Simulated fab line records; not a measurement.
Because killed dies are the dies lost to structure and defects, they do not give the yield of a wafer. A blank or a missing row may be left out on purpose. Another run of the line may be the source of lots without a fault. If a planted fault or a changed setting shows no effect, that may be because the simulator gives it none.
Code-filled problem report in 8D (eight disciplines) form :: flow n5Finfet :: the parts of the form that need people (team, actions taken, sign-off) are left out

1. WHAT WENT WRONG
Wafers with no fault read 26.0 s with a standard deviation of 0.37, whereas etchRfOnTimeS at N5_BEOL_M9_ETCH_65 reads a mean of 32.7 s on 1 wafer of 1 lot. Relative to the usual mean, that is a shift of +18 standard deviations.
The step: etches SiARC in CF4, target depth 15.6 nm, time 26 s.
Seen first at day 16 18:22 on rieDiel-05, wafer L147.1. The record has a number at this step for 33 wafers belonging to 11 lots. Rule for "out", or "out of limits": more than 4 standard deviations from the usual mean. The rest of the wafers with a number are treated as sound.

2. WHAT THIS IS AND IS NOT
question: which readings at this step
is: etchRfOnTimeS
is not: drypumpMotorCurrentA, oesProductAu, rfVppV, showerheadPlenumPTorr, throttleValvePct

question: which lots
is: L147
is not: L130, L132, L134, L135, L136, L137, L140, L141, L142, L143

question: which wafers of those lots
is: L147.1
is not: L147.4, L147.6

question: read on which tools
is: rieDiel-05
is not: rieDiel-02, rieDiel-03

question: when
is: from day 16 18:22
is not: up to then (32 sound wafers)

3. WHAT RULES OUT EACH SUSPECT
Counting: any tool at a process step up to the reading remains a suspect provided it ran every lot that is out. Sound lots after the first of them don't rule it out here, since some wafers of a struck lot are sound.
- rtpAnneal-01 at N5_BEOL_M8_ANNEAL_51 (time 90 s): kept. L147, the lot that is out, went through it at day 16 11:49; up to then, the latest sound lot through it was L142 at day 14 12:31.
- rieDiel-05 at N5_BEOL_M9_ETCH_65 (etches SiARC in CF4, target depth 15.6 nm, time 26 s): kept. L147, the lot that is out, went through it at day 16 18:22; up to then, the latest sound lot through it was L143 at day 15 01:07. On those wafers its own readings are out: etchRfOnTimeS.
- Within rieDiel-05 at N5_BEOL_M9_ETCH_65: the wafers that are out ran in chamber 2; their sound lot-mates ran in chamber 0.
Left after counting: rtpAnneal-01 at N5_BEOL_M8_ANNEAL_51, rieDiel-05 at N5_BEOL_M9_ETCH_65.

4. THE CAUSE (what the simulator had put in)
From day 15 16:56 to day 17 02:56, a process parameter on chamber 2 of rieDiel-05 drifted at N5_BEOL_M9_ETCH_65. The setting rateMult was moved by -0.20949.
2 suspects survive the count, and this tool is in that group.

5. THE EFFECT CHAIN, in route order
Each row: a reading where the mean over the struck wafers with a number is more than 3 standard deviations away from the usual. Only readings whose record carries a usual standard deviation are examined. hours: median over the lots of the time between each lot's start at the first step of this table that gives one and its start at this step. sigmas: the change, counted in usual standard deviations.
hours: 0
step: N5_BEOL_M9_ETCH_65
reading: etchRfOnTimeS
usual: 26.0 s
on struck wafers: 32.7
change: +6.7
sigmas: +18
Its process steps:
- N5_BEOL_M9_ETCH_65: etches SiARC in CF4, target depth 15.6 nm, time 26 s.

6. HOW IT WOULD HAVE BEEN CAUGHT EARLIER
The fault began at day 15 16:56; the first out-of-limits reading in this record came at day 16 18:22, 25 hours later.
